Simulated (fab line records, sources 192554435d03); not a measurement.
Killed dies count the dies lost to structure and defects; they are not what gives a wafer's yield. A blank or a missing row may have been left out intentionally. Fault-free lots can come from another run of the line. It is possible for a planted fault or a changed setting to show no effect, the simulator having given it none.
Chamber matching + flow n5-finfet + N5_MOL_CONTACT_COAG_ALD_133 on ald-sin-01: 4 sister chambers
The step deposits SiO2, target thk 5 nm, pulse time 1 s, co reactant pulse time 1 s. 8 wafers are shown with their chamber, then 9 later ones without.

== WAFERS WITH THEIR CHAMBER ==
| wafer  | chamber | heater-power-w (W) | precursor-pulse-height-rel |
|--------|---------|--------------------|----------------------------|
| L088.1 | 0       | 75                 | 1.003                      |
| L088.3 | 2       | 88                 | 0.971                      |
| L088.4 | 3       | 73                 | 1.038                      |
| L088.5 | 1       | 64                 | 0.989                      |
| L088.6 | 2       | 86                 | 1.020                      |
| L090.1 | 3       | 75                 | 1.026                      |
| L090.2 | 1       | 66                 | 1.000                      |
| L090.3 | 0       | 75                 | 1.003                      |

== WAFERS WHOSE CHAMBER IS MISSING ==
| wafer  | heater-power-w (W) | precursor-pulse-height-rel |
|--------|--------------------|----------------------------|
| L090.4 | 85                 | 1.007                      |
| L090.5 | 89                 | 0.993                      |
| L090.6 | 65                 | 0.987                      |
| L091.1 | 77                 | 0.951                      |
| L091.2 | 74                 | 0.999                      |
| L091.3 | 87                 | 0.987                      |
| L091.4 | 78                 | 1.005                      |
| L091.5 | 87                 | 1.015                      |
| L091.6 | 74                 | 0.990                      |

== WHICH CHAMBER EACH WENT THROUGH ==
| wafer  | from the rows above     | in truth |
|--------|-------------------------|----------|
| L090.4 | 2                       | 2        |
| L090.5 | 2                       | 2        |
| L090.6 | 1                       | 1        |
| L091.1 | can't be placed: 0 or 3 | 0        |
| L091.2 | can't be placed: 0 or 3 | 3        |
| L091.3 | 2                       | 2        |
| L091.4 | can't be placed: 0 or 3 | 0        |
| L091.5 | 2                       | 2        |
| L091.6 | can't be placed: 0 or 3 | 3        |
Correctly placed: 5 of 9. Cannot be placed on the basis of these rows: 4; the candidates contain the true chamber in 4. Placed wrongly: 0.
How it was worked out, from the rows above alone: a wafer's distance from a chamber is the root of the sum, over the readings, of the square of ((its reading less the chamber's mean) divided by the reading's scatter). If the next closest chamber is less than 2 further off than the closest, the wafer can't be placed; otherwise it belongs to the closest. Each chamber's mean is taken over the wafers shown for it. The scatter is the square root of a quotient: the sum, over the shown wafers, of each reading's squared deviation from its chamber's mean, divided by wafers minus chambers.
